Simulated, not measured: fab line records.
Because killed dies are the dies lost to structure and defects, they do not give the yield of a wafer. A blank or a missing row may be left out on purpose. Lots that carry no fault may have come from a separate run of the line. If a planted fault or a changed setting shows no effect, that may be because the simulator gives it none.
Which tool did it?	flow n5_finfet	Sampling: 10 lots, 30 wafers, 5 of 1938 route steps

WHAT EACH GAUGE READ, for each wafer
N5_BEOL_M10_THK_MEAS_53: measures by xrf.
lot	measured	on	M10_THK (nm)
L970	day 10 21:37	film_metro-01	144 141 144
L973	day 11 11:59	film_metro-01	144 141 141
L974	day 11 15:49	film_metro-02	138 139 139
L975	day 11 16:28	film_metro-02	137 147 136
L977	day 12 18:31	film_metro-02	147 145 138
L980	day 13 00:17	film_metro-01	141 138 138
L979	day 13 01:17	film_metro-01	143 143 143
L983	day 14 09:59	film_metro-01	137 136 142
L986	day 14 15:33	film_metro-02	145 143 140
L988	day 14 22:59	film_metro-01	146 142 147

N5_BEOL_M10_RS_MEAS_57: a four-point-probe measurement.
lot	measured	on	M10_RS (ohm/sq)
L970	day 10 21:47	film_metro-01	0.150 0.154 0.150
L973	day 11 12:08	film_metro-01	0.149 0.152 0.152
L974	day 11 15:57	film_metro-02	0.155 0.153 0.154
L975	day 11 16:35	film_metro-01	0.156 0.145 0.157
L977	day 12 18:39	film_metro-02	0.147 0.149 0.157
L980	day 13 00:25	film_metro-01	0.152 0.156 0.156
L979	day 13 01:25	film_metro-02	0.150 0.150 0.151
L983	day 14 10:07	film_metro-01	0.157 0.159 0.151
L986	day 14 15:41	film_metro-02	0.148 0.149 0.154
L988	day 14 23:07	film_metro-01	0.146 0.151 0.145

TOOL THAT RAN EACH LOT (tool first, then ch and the chambers of the sampled wafers, then the start)
lot	N5_BEOL_M10_PECVD_70	N5_BEOL_M10_ETCH_41	N5_BEOL_M10_CMP_52
L970	pecvd-03 ch 0,1, day 10 15:30	rie_diel-05 ch 1,3, day 10 21:21 or earlier	cmp-02 ch 0,3, day 10 21:21
L973	pecvd-03 ch 0,1, day 11 04:44	rie_diel-06 ch 1,2,3, day 11 11:42 or earlier	cmp-01 ch 0,2,3, day 11 11:42
L974	pecvd-04 ch 0,1,2, day 11 10:26	rie_diel-06 ch 1,2, day 11 15:31 or earlier	cmp-03 ch 2,3, day 11 15:31
L975	pecvd-04 ch 1,2, day 11 10:43	rie_diel-05 ch 0,1,3, day 11 16:14 or earlier	cmp-03 ch 0,1,2, day 11 16:14
L977	pecvd-04 ch 1,2, day 12 08:38	rie_diel-01 ch 0,1,3, day 12 18:16 or earlier	cmp-02 ch 2,3, day 12 18:16
L980	pecvd-02 ch 0,1,2, day 12 15:35	rie_diel-01 ch 1,2, day 13 00:00 or earlier	cmp-03 ch 1,3, day 13 00:00
L979	pecvd-04 ch 0,1,2, day 12 16:25	rie_diel-01 ch 0,3, day 13 01:01 or earlier	cmp-01 ch 1,2,3, day 13 01:01
L983	pecvd-04 ch 1,2, day 14 01:16	rie_diel-01 ch 0,1,2, day 14 09:41 or earlier	cmp-01 ch 1,2, day 14 09:41
L986	pecvd-02 ch 0,2, day 14 06:07	rie_diel-01 ch 0,2,3, day 14 15:16 or earlier	cmp-01 ch 0,1,2, day 14 15:16
L988	pecvd-02 ch 2, day 14 14:22	rie_diel-01 ch 0,3, day 14 22:46 or earlier	cmp-03 ch 0,1,3, day 14 22:46
- N5_BEOL_M10_PECVD_70: deposits SiO2 from TEOS/O2, target thk 20 nm, time 22.7 s.
- N5_BEOL_M10_ETCH_41: etches SiCN in CH3F/O2, target depth 42.6 nm, time 86 s.
- N5_BEOL_M10_CMP_52: polishes, stops on SiCOH lowk, t overpolish 7 s, target thk 140 nm.

WHAT THE TOOLS THEMSELVES READ (means of the sampled wafers that have a number; where no wafer has one, the mark that the record gives instead)
N5_BEOL_M10_PECVD_70.
lot	tool	heater_power_w (W)	showerhead_plenum_p_Torr (Torr)	throttle_valve_pct (%)
L970	pecvd-03	747	8.82	23.1
L973	pecvd-03	693	8.81	23.1
L974	pecvd-04	683	8.75	21.3
L975	pecvd-04	678	8.71	20.7
L977	pecvd-04	645	8.70	21.1
L980	pecvd-02	670	8.77	23.0
L979	pecvd-04	678	8.76	21.4
L983	pecvd-04	636	8.73	20.9
L986	pecvd-02	691	8.78	23.3
L988	pecvd-02	770	8.74	22.9

N5_BEOL_M10_ETCH_41.
lot	tool	drypump_motor_current_A (A)	oes_product_au (a.u.)	rf_vpp_V (V)	showerhead_plenum_p_Torr (Torr)	throttle_valve_pct (%)
L970	rie_diel-05	6.2	0.78	295.9	1.92	16.45
L973	rie_diel-06	5.3	0.83	297.1	1.96	16.07
L974	rie_diel-06	5.5	0.84	296.6	1.96	15.97
L975	rie_diel-05	6.0	0.72	296.7	1.95	16.47
L977	rie_diel-01	5.8	0.84	298.3	2.04	16.14
L980	rie_diel-01	5.7	0.71	296.4	1.97	16.50
L979	rie_diel-01	6.1	0.90	299.3	2.09	15.90
L983	rie_diel-01	6.1	0.77	298.3	2.02	16.28
L986	rie_diel-01	6.3	0.83	298.3	2.04	16.08
L988	rie_diel-01	6.0	0.89	298.7	2.06	15.97

N5_BEOL_M10_CMP_52.
lot	tool	barrier_field_endpoint_s (s)	motor_current_A (A)	platen_rpm (rpm)
L970	cmp-02	29.0	5.4	50.001
L973	cmp-01	29.7	6.3	49.986
L974	cmp-03	29.3	6.8	49.982
L975	cmp-03	28.5	6.4	49.991
L977	cmp-02	28.5	5.5	49.992
L980	cmp-03	28.5	6.6	50.004
L979	cmp-01	26.2	6.5	49.976
L983	cmp-01	25.4	6.4	50.021
L986	cmp-01	29.0	5.8	50.012
L988	cmp-03	28.9	6.3	49.997

THE ANSWER, worked out from the rows above alone
Rule: the lots themselves supply what counts as usual. The widest of any qualifying gaps counts: lots, ordered by their means at a reading, are off when they make up no more than a third of the lots, leave a main group of 4 or more, and stand apart from it by 3 or more times the standard deviation of that group's means. A main group whose means are all the same, to the digits that the tables above print for the reading, isn't used. A lot without any number at a reading at which 4 lots or more have one is off too. The other lots that the step has rows for count as sound. The gauges are gone through in route order, then the tools' own readings, and for those a lot's mean is taken as printed above. The first step at which some lot is off is used, and at that step the reading that is off furthest; a lot without a number counts as furthest.
Off: L979, L983, at N5_BEOL_M10_CMP_52 (barrier_field_endpoint_s). Mean 28.9 s and standard deviation 0.4 in the main group.
If a tool, at that step or one of the process steps before it, ran each lot that is off and ran no sound lot following the first of them, it fits. N5_BEOL_M10_ETCH_41: start missing for some lots; hours and lot order therefore follow N5_BEOL_M10_CMP_52. One fits: pecvd-04 at N5_BEOL_M10_PECVD_70. A fault onset in the window from L977 (day 12 08:38, its last sound lot) to L979 (day 12 16:25, its first lot off) fits.

WHAT HAD BEEN PUT IN BY THE SIMULATOR
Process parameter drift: pecvd-04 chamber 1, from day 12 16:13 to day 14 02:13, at N5_BEOL_M10_PECVD_70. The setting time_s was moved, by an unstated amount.
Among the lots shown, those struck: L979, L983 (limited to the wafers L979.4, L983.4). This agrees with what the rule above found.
